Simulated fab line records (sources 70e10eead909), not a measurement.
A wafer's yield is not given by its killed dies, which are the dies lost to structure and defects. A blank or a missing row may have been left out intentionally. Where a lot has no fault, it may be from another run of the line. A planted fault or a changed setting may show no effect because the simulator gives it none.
fab line records / flow nandHarc
[record] lots = 14 wafers = 42 lastDay = 24
route steps=1159 shown THIN_TSV@1103
lots with no fault: from the same line, run without faults
startH: the number of hours between the record's first day and the start of the first shown wafer of the lot / waitH: hours elapsed since this lot's preceding step / " as in the row above / L1.1+2: a single row standing in for several wafers / - value missing, or start not given / * or withheld: withheld / < > ~ a bound
route shown NAME@n: names a module that has steps shown in the file, with the first one's number in the route / usual: the fault-free wafers' mean and standard deviation / same: alike in all rows / chamber/n: place in a boat / sites: each site's reading / _std_site: standard deviation of those values / _edge_site: the outer-site mean with the inner-site mean subtracted / radiusMm: for every site, how far away it sits from the centre of the wafer / mask NAME#n: copy n / behind: tool/chamber where the wafer was last shaped / hold: why the lot was held/for how many hours/how that ended / device: the n, p or np transistor that did not switch / end of line: the tests these same wafers got at the end of their route / a step with no rows: only its recipe / killed: the dies lost at the first sort to structure and to defects; this is not the yield of the wafer / map: the dies of a wafer, with x for killed, . for not killed, _ for no die there
set.NAME: the setting that was run; set.NAME@STEP: the one run at that earlier step / model.NAME: the simulator's own value behind a step, which no gauge read
route steps across a sampled set of lots; one table per step, one row per wafer
services: a tool's chamber out of use, with start hour (startH, from the record's first day; less than 0 if before it), hours out, and reason
[[steps]]
[step NHARC_THIN_TSV_THK_MEAS_02]
[recipe] thkMeasGauge = ir
[usual] thkNm = 2992/180
lot.wafer=L689.2 tool=filmMetro-01 chamber=- startH=432.15 waitH=0.2 thkNm=2762
lot.wafer=L689.4 tool=filmMetro-01 chamber=- startH=432.15 waitH=0.2 thkNm=3302
lot.wafer=L689.5 tool=filmMetro-01 chamber=- startH=432.15 waitH=0.2 thkNm=2850
lot.wafer=L691.2 tool=filmMetro-01 chamber=- startH=446.11 waitH=- thkNm=3185
lot.wafer=L691.4 tool=filmMetro-01 chamber=- startH=446.11 waitH=- thkNm=2917
lot.wafer=L691.5 tool=filmMetro-01 chamber=- startH=446.11 waitH=- thkNm=2926
lot.wafer=L693.3 tool=filmMetro-02 chamber=- startH=447.30 waitH=- thkNm=2809
lot.wafer=L693.4 tool=filmMetro-02 chamber=- startH=447.30 waitH=- thkNm=2857
lot.wafer=L693.5 tool=filmMetro-02 chamber=- startH=447.30 waitH=- thkNm=2962
lot.wafer=L695.3 tool=filmMetro-02 chamber=- startH=460.28 waitH=0.2 thkNm=2880
lot.wafer=L695.4 tool=filmMetro-02 chamber=- startH=460.28 waitH=0.2 thkNm=2648
lot.wafer=L695.5 tool=filmMetro-02 chamber=- startH=460.28 waitH=0.2 thkNm=2882
lot.wafer=L696.2 tool=filmMetro-02 chamber=- startH=461.48 waitH=- thkNm=3124
lot.wafer=L696.3 tool=filmMetro-02 chamber=- startH=461.48 waitH=- thkNm=3082
lot.wafer=L696.6 tool=filmMetro-02 chamber=- startH=461.48 waitH=- thkNm=3053
lot.wafer=L694.1 tool=filmMetro-01 chamber=- startH=462.69 waitH=- thkNm=2886
lot.wafer=L694.5 tool=filmMetro-01 chamber=- startH=462.69 waitH=- thkNm=3039
lot.wafer=L694.6 tool=filmMetro-01 chamber=- startH=462.69 waitH=- thkNm=3063
lot.wafer=L697.3 tool=filmMetro-02 chamber=- startH=481.93 waitH=0.2 thkNm=2852
lot.wafer=L697.4 tool=filmMetro-02 chamber=- startH=481.93 waitH=0.2 thkNm=3175
lot.wafer=L697.6 tool=filmMetro-02 chamber=- startH=481.93 waitH=0.2 thkNm=2775
lot.wafer=L699.1 tool=filmMetro-01 chamber=- startH=483.11 waitH=- thkNm=2862
lot.wafer=L699.3 tool=filmMetro-01 chamber=- startH=483.11 waitH=- thkNm=3070
lot.wafer=L699.6 tool=filmMetro-01 chamber=- startH=483.11 waitH=- thkNm=3063
lot.wafer=L700.3 tool=filmMetro-02 chamber=- startH=490.25 waitH=0.2 thkNm=3002
lot.wafer=L700.4 tool=filmMetro-02 chamber=- startH=490.25 waitH=0.2 thkNm=2886
lot.wafer=L700.5 tool=filmMetro-02 chamber=- startH=490.25 waitH=0.2 thkNm=2688
lot.wafer=L702.2 tool=filmMetro-01 chamber=- startH=498.66 waitH=- thkNm=2943
lot.wafer=L702.5 tool=filmMetro-01 chamber=- startH=498.66 waitH=- thkNm=3051
lot.wafer=L702.6 tool=filmMetro-01 chamber=- startH=498.66 waitH=- thkNm=2969
lot.wafer=L705.1 tool=filmMetro-01 chamber=- startH=519.60 waitH=0.2 thkNm=2948
lot.wafer=L705.2 tool=filmMetro-01 chamber=- startH=519.60 waitH=0.2 thkNm=2918
lot.wafer=L705.6 tool=filmMetro-01 chamber=- startH=519.60 waitH=0.2 thkNm=2758
lot.wafer=L706.1 tool=filmMetro-02 chamber=- startH=531.91 waitH=0.2 thkNm=3107
lot.wafer=L706.2 tool=filmMetro-02 chamber=- startH=531.91 waitH=0.2 thkNm=2849
lot.wafer=L706.5 tool=filmMetro-02 chamber=- startH=531.91 waitH=0.2 thkNm=3143
lot.wafer=L711.2 tool=filmMetro-01 chamber=- startH=548.16 waitH=- thkNm=2883
lot.wafer=L711.4 tool=filmMetro-01 chamber=- startH=548.16 waitH=- thkNm=2957
lot.wafer=L711.6 tool=filmMetro-01 chamber=- startH=548.16 waitH=- thkNm=3317
lot.wafer=L710.1 tool=filmMetro-02 chamber=- startH=549.37 waitH=- thkNm=3042
lot.wafer=L710.4 tool=filmMetro-02 chamber=- startH=549.37 waitH=- thkNm=3352
lot.wafer=L710.5 tool=filmMetro-02 chamber=- startH=549.37 waitH=- thkNm=3087
[step NHARC_THIN_TSV_ETCH_15]
[recipe] targetDepthA = 30000 boschTargetOveretchCycles = 2 boschEtchStepS = 2.8 boschDepStepS = 1.2 boschCycles = 14
[usual] drypumpMotorCurrentA = 5.5/0.37
lot.wafer=L689.4 tool=rieSi-06 chamber=3 startH=433.92 waitH=- drypumpMotorCurrentA=4.9 rfHoursCounterH=0.8
lot.wafer=L689.2 tool=rieSi-06 chamber=2 startH=433.92 waitH=- drypumpMotorCurrentA=5.8 rfHoursCounterH=0.8
lot.wafer=L689.5 tool=rieSi-06 chamber=3 startH=433.92 waitH=- drypumpMotorCurrentA=4.9 rfHoursCounterH=-
lot.wafer=L691.2 tool=rieSi-06 chamber=3 startH=448.01 waitH=- drypumpMotorCurrentA=4.9 rfHoursCounterH=0.9
lot.wafer=L691.4 tool=rieSi-06 chamber=0 startH=448.01 waitH=- drypumpMotorCurrentA=5.7 rfHoursCounterH=0.8
lot.wafer=L691.5 tool=rieSi-06 chamber=3 startH=448.01 waitH=- drypumpMotorCurrentA=4.9 rfHoursCounterH=-
lot.wafer=L693.3 tool=rieSi-05 chamber=1 startH=449.17 waitH=- drypumpMotorCurrentA=6.0 rfHoursCounterH=0.2
lot.wafer=L693.4 tool=rieSi-05 chamber=2 startH=449.17 waitH=- drypumpMotorCurrentA=5.9 rfHoursCounterH=0.2
lot.wafer=L693.5 tool=rieSi-05 chamber=2 startH=449.17 waitH=- drypumpMotorCurrentA=5.8 rfHoursCounterH=-
lot.wafer=L695.3 tool=rieSi-06 chamber=3 startH=462.05 waitH=- drypumpMotorCurrentA=4.9 rfHoursCounterH=1.1
lot.wafer=L695.4 tool=rieSi-06 chamber=0 startH=462.05 waitH=- drypumpMotorCurrentA=5.7 rfHoursCounterH=0.9
lot.wafer=L695.5 tool=rieSi-06 chamber=1 startH=462.05 waitH=- drypumpMotorCurrentA=5.8 rfHoursCounterH=-
lot.wafer=L696.3 tool=rieSi-05 chamber=2 startH=463.35 waitH=- drypumpMotorCurrentA=5.8 rfHoursCounterH=0.3
lot.wafer=L696.2 tool=rieSi-05 chamber=1 startH=463.35 waitH=- drypumpMotorCurrentA=6.0 rfHoursCounterH=0.3
lot.wafer=L696.6 tool=rieSi-05 chamber=2 startH=463.35 waitH=- drypumpMotorCurrentA=5.8 rfHoursCounterH=-
lot.wafer=L694.1 tool=rieSi-05 chamber=1 startH=465.19 waitH=- drypumpMotorCurrentA=6.0 rfHoursCounterH=0.3
lot.wafer=L694.6 tool=rieSi-05 chamber=1 startH=465.19 waitH=- drypumpMotorCurrentA=6.0 rfHoursCounterH=-
lot.wafer=L694.5 tool=rieSi-05 chamber=2 startH=465.19 waitH=- drypumpMotorCurrentA=5.9 rfHoursCounterH=-
lot.wafer=L697.3 tool=rieSi-04 chamber=1 startH=483.83 waitH=- drypumpMotorCurrentA=4.8 rfHoursCounterH=0.2
lot.wafer=L697.4 tool=rieSi-04 chamber=2 startH=483.83 waitH=- drypumpMotorCurrentA=5.6 rfHoursCounterH=0.2
lot.wafer=L697.6 tool=rieSi-04 chamber=3 startH=483.83 waitH=- drypumpMotorCurrentA=5.2 rfHoursCounterH=-
lot.wafer=L699.1 tool=rieSi-05 chamber=2 startH=485.26 waitH=- drypumpMotorCurrentA=5.8 rfHoursCounterH=0.5
lot.wafer=L699.3 tool=rieSi-05 chamber=0 startH=485.26 waitH=- drypumpMotorCurrentA=5.6 rfHoursCounterH=0.5
lot.wafer=L699.6 tool=rieSi-05 chamber=1 startH=485.26 waitH=- drypumpMotorCurrentA=6.0 rfHoursCounterH=-
lot.wafer=L700.3 tool=rieSi-04 chamber=1 startH=492.12 waitH=- drypumpMotorCurrentA=4.8 rfHoursCounterH=0.3
lot.wafer=L700.4 tool=rieSi-04 chamber=2 startH=492.12 waitH=- drypumpMotorCurrentA=5.7 rfHoursCounterH=0.3
lot.wafer=L700.5 tool=rieSi-04 chamber=1 startH=492.12 waitH=- drypumpMotorCurrentA=4.8 rfHoursCounterH=-
lot.wafer=L702.2 tool=rieSi-06 chamber=3 startH=500.41 waitH=- drypumpMotorCurrentA=4.9 rfHoursCounterH=1.4
lot.wafer=L702.5 tool=rieSi-06 chamber=3 startH=500.41 waitH=- drypumpMotorCurrentA=4.8 rfHoursCounterH=-
lot.wafer=L702.6 tool=rieSi-06 chamber=0 startH=500.41 waitH=- drypumpMotorCurrentA=5.7 rfHoursCounterH=-
lot.wafer=L705.2 tool=rieSi-06 chamber=2 startH=521.47 waitH=- drypumpMotorCurrentA=5.8 rfHoursCounterH=1.5
lot.wafer=L705.1 tool=rieSi-06 chamber=3 startH=521.47 waitH=- drypumpMotorCurrentA=4.9 rfHoursCounterH=1.5
lot.wafer=L705.6 tool=rieSi-06 chamber=2 startH=521.47 waitH=- drypumpMotorCurrentA=5.7 rfHoursCounterH=-
lot.wafer=L706.2 tool=rieSi-04 chamber=0 startH=533.66 waitH=- drypumpMotorCurrentA=5.4 rfHoursCounterH=0.5
lot.wafer=L706.1 tool=rieSi-04 chamber=1 startH=533.66 waitH=- drypumpMotorCurrentA=4.8 rfHoursCounterH=0.7
lot.wafer=L706.5 tool=rieSi-04 chamber=0 startH=533.66 waitH=- drypumpMotorCurrentA=5.4 rfHoursCounterH=-
lot.wafer=L711.4 tool=rieSi-04 chamber=1 startH=550.07 waitH=- drypumpMotorCurrentA=4.8 rfHoursCounterH=0.8
lot.wafer=L711.2 tool=rieSi-04 chamber=3 startH=550.07 waitH=- drypumpMotorCurrentA=5.2 rfHoursCounterH=0.7
lot.wafer=L711.6 tool=rieSi-04 chamber=1 startH=550.07 waitH=- drypumpMotorCurrentA=4.8 rfHoursCounterH=-
lot.wafer=L710.1 tool=rieSi-06 chamber=0 startH=551.39 waitH=- drypumpMotorCurrentA=5.7 rfHoursCounterH=0.0
lot.wafer=L710.4 tool=rieSi-06 chamber=2 startH=551.39 waitH=- drypumpMotorCurrentA=5.7 rfHoursCounterH=0.1
lot.wafer=L710.5 tool=rieSi-06 chamber=0 startH=551.39 waitH=- drypumpMotorCurrentA=5.7 rfHoursCounterH=-
[step NHARC_THIN_TSV_CD_MEAS_16]
[usual] cdNm = 1000.8/1.3
lot.wafer=L689.2 tool=cdSem-03 chamber=- startH=434.07 waitH=0.1 cdNm=1000.6
lot.wafer=L689.4 tool=cdSem-03 chamber=- startH=434.07 waitH=0.1 cdNm=1001.2
lot.wafer=L689.5 tool=cdSem-03 chamber=- startH=434.07 waitH=0.1 cdNm=999.4
lot.wafer=L691.2 tool=cdSem-01 chamber=- startH=448.15 waitH=0.1 cdNm=1000.7
lot.wafer=L691.4 tool=cdSem-01 chamber=- startH=448.15 waitH=0.1 cdNm=1000.8
lot.wafer=L691.5 tool=cdSem-01 chamber=- startH=448.15 waitH=0.1 cdNm=998.3
lot.wafer=L693.3 tool=cdSem-02 chamber=- startH=449.32 waitH=0.1 cdNm=1000.1
lot.wafer=L693.4 tool=cdSem-02 chamber=- startH=449.32 waitH=0.1 cdNm=1001.6
lot.wafer=L693.5 tool=cdSem-02 chamber=- startH=449.32 waitH=0.1 cdNm=1001.6
lot.wafer=L695.3 tool=cdSem-03 chamber=- startH=462.18 waitH=0.1 cdNm=1002.1
lot.wafer=L695.4 tool=cdSem-03 chamber=- startH=462.18 waitH=0.1 cdNm=1002.9
lot.wafer=L695.5 tool=cdSem-03 chamber=- startH=462.18 waitH=0.1 cdNm=1000.7
lot.wafer=L696.2 tool=cdSem-02 chamber=- startH=463.50 waitH=0.1 cdNm=1000.6
lot.wafer=L696.3 tool=cdSem-02 chamber=- startH=463.50 waitH=0.1 cdNm=999.0
lot.wafer=L696.6 tool=cdSem-02 chamber=- startH=463.50 waitH=0.1 cdNm=999.3
lot.wafer=L694.1 tool=cdSem-02 chamber=- startH=465.34 waitH=0.1 cdNm=1002.2
lot.wafer=L694.5 tool=cdSem-02 chamber=- startH=465.34 waitH=0.1 cdNm=1003.2
lot.wafer=L694.6 tool=cdSem-02 chamber=- startH=465.34 waitH=0.1 cdNm=1002.3
lot.wafer=L697.3 tool=cdSem-03 chamber=- startH=483.96 waitH=0.1 cdNm=999.7
lot.wafer=L697.4 tool=cdSem-03 chamber=- startH=483.96 waitH=0.1 cdNm=1000.0
lot.wafer=L697.6 tool=cdSem-03 chamber=- startH=483.96 waitH=0.1 cdNm=999.9
lot.wafer=L699.1 tool=cdSem-03 chamber=- startH=485.39 waitH=0.1 cdNm=999.3
lot.wafer=L699.3 tool=cdSem-03 chamber=- startH=485.39 waitH=0.1 cdNm=1000.7
lot.wafer=L699.6 tool=cdSem-03 chamber=- startH=485.39 waitH=0.1 cdNm=1001.3
lot.wafer=L700.3 tool=cdSem-02 chamber=- startH=492.27 waitH=0.1 cdNm=1000.6
lot.wafer=L700.4 tool=cdSem-02 chamber=- startH=492.27 waitH=0.1 cdNm=1000.3
lot.wafer=L700.5 tool=cdSem-02 chamber=- startH=492.27 waitH=0.1 cdNm=1000.5
lot.wafer=L702.2 tool=cdSem-01 chamber=- startH=500.56 waitH=0.1 cdNm=1001.6
lot.wafer=L702.5 tool=cdSem-01 chamber=- startH=500.56 waitH=0.1 cdNm=1000.6
lot.wafer=L702.6 tool=cdSem-01 chamber=- startH=500.56 waitH=0.1 cdNm=1002.1
lot.wafer=L705.1 tool=cdSem-01 chamber=- startH=521.61 waitH=0.1 cdNm=1001.3
lot.wafer=L705.2 tool=cdSem-01 chamber=- startH=521.61 waitH=0.1 cdNm=1001.3
lot.wafer=L705.6 tool=cdSem-01 chamber=- startH=521.61 waitH=0.1 cdNm=1000.6
lot.wafer=L706.1 tool=cdSem-02 chamber=- startH=533.80 waitH=0.1 cdNm=1002.6
lot.wafer=L706.2 tool=cdSem-02 chamber=- startH=533.80 waitH=0.1 cdNm=1000.8
lot.wafer=L706.5 tool=cdSem-02 chamber=- startH=533.80 waitH=0.1 cdNm=999.2
lot.wafer=L711.2 tool=cdSem-02 chamber=- startH=550.22 waitH=0.1 cdNm=1001.1
lot.wafer=L711.4 tool=cdSem-02 chamber=- startH=550.22 waitH=0.1 cdNm=999.0
lot.wafer=L711.6 tool=cdSem-02 chamber=- startH=550.22 waitH=0.1 cdNm=1001.3
lot.wafer=L710.1 tool=cdSem-03 chamber=- startH=551.52 waitH=0.1 cdNm=1003.3
lot.wafer=L710.4 tool=cdSem-03 chamber=- startH=551.52 waitH=0.1 cdNm=1001.5
lot.wafer=L710.5 tool=cdSem-03 chamber=- startH=551.52 waitH=0.1 cdNm=1003.5
[step NHARC_THIN_TSV_ETCH_59]
[recipe] targetDepthA = 8800 icpW = 900 biasW = 100 Cl2_flow_sccm = 60 bcl3FlowSccm = 30 timeS = 138.1 chemistry = Cl2/BCl3
[usual] drypumpMotorCurrentA = 5.9/0.63 oesProductAu = 1.000/0.0075 runLengthS = 159.6/0.43 throttleValvePct = 22.265/0.0096
lot.wafer=L689.2 tool=rieMetal-03 chamber=0 startH=439.36 waitH=0.1 drypumpMotorCurrentA=5.0 oesProductAu=0.996 rfHoursCounterH=4.4 runLengthS=159.6 throttleValvePct=22.269
lot.wafer=L689.4 tool=rieMetal-03 chamber=1 startH=439.36 waitH=0.1 drypumpMotorCurrentA=5.1 oesProductAu=1.013 rfHoursCounterH=- runLengthS=159.6 throttleValvePct=22.262
lot.wafer=L689.5 tool=rieMetal-03 chamber=0 startH=439.36 waitH=0.1 drypumpMotorCurrentA=5.0 oesProductAu=0.996 rfHoursCounterH=- runLengthS=159.8 throttleValvePct=22.276
lot.wafer=L691.2 tool=rieMetal-02 chamber=0 startH=453.87 waitH=0.1 drypumpMotorCurrentA=6.0 oesProductAu=1.005 rfHoursCounterH=1.6 runLengthS=160.2 throttleValvePct=22.282
lot.wafer=L691.4 tool=rieMetal-02 chamber=0 startH=453.87 waitH=0.1 drypumpMotorCurrentA=6.0 oesProductAu=1.000 rfHoursCounterH=- runLengthS=160.2 throttleValvePct=22.265
lot.wafer=L691.5 tool=rieMetal-02 chamber=0 startH=453.87 waitH=0.1 drypumpMotorCurrentA=6.0 oesProductAu=1.006 rfHoursCounterH=- runLengthS=160.1 throttleValvePct=22.272
lot.wafer=L693.3 tool=rieMetal-02 chamber=0 startH=454.85 waitH=0.2 drypumpMotorCurrentA=6.0 oesProductAu=1.018 rfHoursCounterH=- runLengthS=160.2 throttleValvePct=22.270
lot.wafer=L693.4 tool=rieMetal-02 chamber=1 startH=454.85 waitH=0.2 drypumpMotorCurrentA=6.5 oesProductAu=0.994 rfHoursCounterH=- runLengthS=159.2 throttleValvePct=22.260
lot.wafer=L693.5 tool=rieMetal-02 chamber=1 startH=454.85 waitH=0.2 drypumpMotorCurrentA=6.5 oesProductAu=1.003 rfHoursCounterH=- runLengthS=159.5 throttleValvePct=22.284
lot.wafer=L695.4 tool=rieMetal-01 chamber=0 startH=467.86 waitH=0.2 drypumpMotorCurrentA=6.1 oesProductAu=1.012 rfHoursCounterH=- runLengthS=159.8 throttleValvePct=22.262
lot.wafer=L695.3 tool=rieMetal-01 chamber=1 startH=467.86 waitH=0.2 drypumpMotorCurrentA=6.6 oesProductAu=0.999 rfHoursCounterH=- runLengthS=158.8 throttleValvePct=22.272
lot.wafer=L695.5 tool=rieMetal-01 chamber=0 startH=467.86 waitH=0.2 drypumpMotorCurrentA=6.1 oesProductAu=1.004 rfHoursCounterH=- runLengthS=159.9 throttleValvePct=22.258
lot.wafer=L696.2 tool=rieMetal-03 chamber=0 startH=469.23 waitH=0.2 drypumpMotorCurrentA=5.0 oesProductAu=1.000 rfHoursCounterH=0.1 runLengthS=159.7 throttleValvePct=22.268
lot.wafer=L696.3 tool=rieMetal-03 chamber=1 startH=469.23 waitH=0.2 drypumpMotorCurrentA=5.0 oesProductAu=0.974 rfHoursCounterH=- runLengthS=159.1 throttleValvePct=22.260
lot.wafer=L696.6 tool=rieMetal-03 chamber=0 startH=469.23 waitH=0.2 drypumpMotorCurrentA=5.0 oesProductAu=0.990 rfHoursCounterH=- runLengthS=159.7 throttleValvePct=22.269
lot.wafer=L694.1 tool=rieMetal-01 chamber=0 startH=470.93 waitH=0.1 drypumpMotorCurrentA=6.1 oesProductAu=1.011 rfHoursCounterH=4.4 runLengthS=159.8 throttleValvePct=22.294
lot.wafer=L694.6 tool=rieMetal-01 chamber=0 startH=470.93 waitH=0.1 drypumpMotorCurrentA=6.1 oesProductAu=1.005 rfHoursCounterH=- runLengthS=160.2 throttleValvePct=22.272
lot.wafer=L694.5 tool=rieMetal-01 chamber=1 startH=470.93 waitH=0.1 drypumpMotorCurrentA=6.6 oesProductAu=1.004 rfHoursCounterH=- runLengthS=159.2 throttleValvePct=22.273
lot.wafer=L697.3 tool=rieMetal-02 chamber=1 startH=489.52 waitH=0.2 drypumpMotorCurrentA=6.5 oesProductAu=1.007 rfHoursCounterH=- runLengthS=159.6 throttleValvePct=22.256
lot.wafer=L697.4 tool=rieMetal-02 chamber=0 startH=489.52 waitH=0.2 drypumpMotorCurrentA=6.0 oesProductAu=1.007 rfHoursCounterH=- runLengthS=159.9 throttleValvePct=22.268
lot.wafer=L697.6 tool=rieMetal-02 chamber=0 startH=489.52 waitH=0.2 drypumpMotorCurrentA=6.0 oesProductAu=1.007 rfHoursCounterH=- runLengthS=160.0 throttleValvePct=22.275
lot.wafer=L699.1 tool=rieMetal-03 chamber=0 startH=490.52 waitH=0.1 drypumpMotorCurrentA=5.0 oesProductAu=0.987 rfHoursCounterH=0.5 runLengthS=159.8 throttleValvePct=22.260
lot.wafer=L699.3 tool=rieMetal-03 chamber=0 startH=490.52 waitH=0.1 drypumpMotorCurrentA=5.0 oesProductAu=0.991 rfHoursCounterH=- runLengthS=160.2 throttleValvePct=22.260
lot.wafer=L699.6 tool=rieMetal-03 chamber=0 startH=490.52 waitH=0.1 drypumpMotorCurrentA=5.0 oesProductAu=0.997 rfHoursCounterH=- runLengthS=159.6 throttleValvePct=22.249
lot.wafer=L700.3 tool=rieMetal-03 chamber=1 startH=498.06 waitH=0.2 drypumpMotorCurrentA=5.0 oesProductAu=0.996 rfHoursCounterH=- runLengthS=159.5 throttleValvePct=22.257
lot.wafer=L700.4 tool=rieMetal-03 chamber=0 startH=498.06 waitH=0.2 drypumpMotorCurrentA=5.0 oesProductAu=0.994 rfHoursCounterH=- runLengthS=159.8 throttleValvePct=22.266
lot.wafer=L700.5 tool=rieMetal-03 chamber=1 startH=498.06 waitH=0.2 drypumpMotorCurrentA=5.0 oesProductAu=0.991 rfHoursCounterH=- runLengthS=159.1 throttleValvePct=22.259
lot.wafer=L702.2 tool=rieMetal-02 chamber=0 startH=505.75 waitH=0.1 drypumpMotorCurrentA=6.0 oesProductAu=0.996 rfHoursCounterH=3.6 runLengthS=160.7 throttleValvePct=22.271
lot.wafer=L702.6 tool=rieMetal-02 chamber=1 startH=505.75 waitH=0.1 drypumpMotorCurrentA=6.5 oesProductAu=0.993 rfHoursCounterH=- runLengthS=159.2 throttleValvePct=22.272
lot.wafer=L702.5 tool=rieMetal-02 chamber=0 startH=505.75 waitH=0.1 drypumpMotorCurrentA=6.0 oesProductAu=0.995 rfHoursCounterH=- runLengthS=160.0 throttleValvePct=22.252
lot.wafer=L705.2 tool=rieMetal-02 chamber=1 startH=527.24 waitH=0.1 drypumpMotorCurrentA=6.5 oesProductAu=0.997 rfHoursCounterH=3.7 runLengthS=159.3 throttleValvePct=22.243
lot.wafer=L705.1 tool=rieMetal-02 chamber=0 startH=527.24 waitH=0.1 drypumpMotorCurrentA=6.0 oesProductAu=1.001 rfHoursCounterH=4.1 runLengthS=143.6 throttleValvePct=22.275
lot.wafer=L705.6 tool=rieMetal-02 chamber=1 startH=527.24 waitH=0.1 drypumpMotorCurrentA=6.5 oesProductAu=0.991 rfHoursCounterH=- runLengthS=159.2 throttleValvePct=22.261
lot.wafer=L706.1 tool=rieMetal-02 chamber=0 startH=539.05 waitH=0.1 drypumpMotorCurrentA=6.0 oesProductAu=1.006 rfHoursCounterH=4.6 runLengthS=143.7 throttleValvePct=22.254
lot.wafer=L706.2 tool=rieMetal-02 chamber=1 startH=539.05 waitH=0.1 drypumpMotorCurrentA=6.5 oesProductAu=1.018 rfHoursCounterH=4.1 runLengthS=159.2 throttleValvePct=22.258
lot.wafer=L706.5 tool=rieMetal-02 chamber=0 startH=539.05 waitH=0.1 drypumpMotorCurrentA=6.0 oesProductAu=1.006 rfHoursCounterH=- runLengthS=143.4 throttleValvePct=22.269
lot.wafer=L711.2 tool=rieMetal-03 chamber=1 startH=555.48 waitH=0.1 drypumpMotorCurrentA=5.0 oesProductAu=0.999 rfHoursCounterH=2.5 runLengthS=159.2 throttleValvePct=22.279
lot.wafer=L711.4 tool=rieMetal-03 chamber=0 startH=555.48 waitH=0.1 drypumpMotorCurrentA=5.0 oesProductAu=1.007 rfHoursCounterH=- runLengthS=159.9 throttleValvePct=22.265
lot.wafer=L711.6 tool=rieMetal-03 chamber=1 startH=555.48 waitH=0.1 drypumpMotorCurrentA=5.1 oesProductAu=1.005 rfHoursCounterH=- runLengthS=159.6 throttleValvePct=22.263
lot.wafer=L710.1 tool=rieMetal-01 chamber=0 startH=556.84 waitH=0.2 drypumpMotorCurrentA=6.1 oesProductAu=1.014 rfHoursCounterH=0.9 runLengthS=159.7 throttleValvePct=22.271
lot.wafer=L710.4 tool=rieMetal-01 chamber=1 startH=556.84 waitH=0.2 drypumpMotorCurrentA=6.6 oesProductAu=0.998 rfHoursCounterH=- runLengthS=159.1 throttleValvePct=22.250
lot.wafer=L710.5 tool=rieMetal-01 chamber=0 startH=556.84 waitH=0.2 drypumpMotorCurrentA=6.1 oesProductAu=1.008 rfHoursCounterH=- runLengthS=160.0 throttleValvePct=22.262
[[services]]
tool=rieSi-05 chamber=- startH=416.00 hours=9.0 kind=pm
tool=rieMetal-02 chamber=1 startH=423.75 hours=7.4 kind=repair
tool=rieMetal-03 chamber=1 startH=446.44 hours=3.8 kind=repair
tool=rieSi-06 chamber=0 startH=448.70 hours=8.4 kind=repair
tool=rieMetal-03 chamber=- startH=453.00 hours=9.0 kind=pm
tool=rieSi-04 chamber=- startH=453.00 hours=9.0 kind=pm
tool=rieSi-04 chamber=2 startH=489.48 hours=0.9 kind=repair
tool=rieMetal-01 chamber=0 startH=492.33 hours=26.5 kind=repair
tool=rieSi-05 chamber=0 startH=496.39 hours=2.0 kind=repair
tool=rieSi-04 chamber=2 startH=503.20 hours=3.1 kind=repair
tool=rieMetal-01 chamber=- startH=509.19 hours=9.0 kind=pm
tool=rieMetal-02 chamber=- startH=521.10 hours=0.1 kind=repair
tool=rieSi-05 chamber=0 startH=521.34 hours=4.5 kind=repair
tool=rieSi-06 chamber=3 startH=522.13 hours=7.0 kind=repair
tool=rieSi-06 chamber=2 startH=531.88 hours=3.5 kind=repair
tool=rieSi-06 chamber=- startH=537.00 hours=9.0 kind=pm
tool=rieSi-06 chamber=0 startH=537.00 hours=9.0 kind=ventCycle
tool=rieSi-06 chamber=1 startH=537.00 hours=9.0 kind=ventCycle
tool=rieSi-06 chamber=2 startH=537.00 hours=9.0 kind=ventCycle
tool=rieSi-06 chamber=3 startH=537.00 hours=9.0 kind=ventCycle
tool=rieSi-06 chamber=0 startH=546.00 hours=- kind=clean
tool=rieSi-06 chamber=1 startH=546.00 hours=- kind=clean
tool=rieSi-06 chamber=0 startH=546.32 hours=1.1 kind=repair
tool=rieMetal-01 chamber=- startH=547.30 hours=0.3 kind=repair
[[key]]
[firstSign] step = NHARC_THIN_TSV_ETCH_59 reading = runLengthS direction = down sigmas = 37 usual = * struck = *
effect none on later readings
metAt NHARC_THIN_TSV_ETCH_59
struckLots L705,L706
struckWafers L705.1,L706.1,L706.5
laterRowsLeftOut L705.1,L706.1,L706.5
sortLeftOut L705.1,L706.1,L706.5
notActingAt NHARC_THIN_TSV_THK_MEAS_02,NHARC_THIN_TSV_ETCH_15,NHARC_THIN_TSV_CD_MEAS_16
onsetBetween 505.75 527.24
[fault] kind = processParameterDrift tool = rieMetal-02 chamber = 0 onsetH = 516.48 steps = NHARC_THIN_TSV_ETCH_59 channel = timeS offset = * shape = step endH = 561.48 actsIn = * stated = *
// sortLeftOut: the simulated sort isn't trusted on such a fault, so these wafers' sort isn't shown, and their yield isn't known
// laterRowsLeftOut: the simulator's readings of these wafers behind a module that went badly wrong aren't trusted and aren't shown, but for the sort
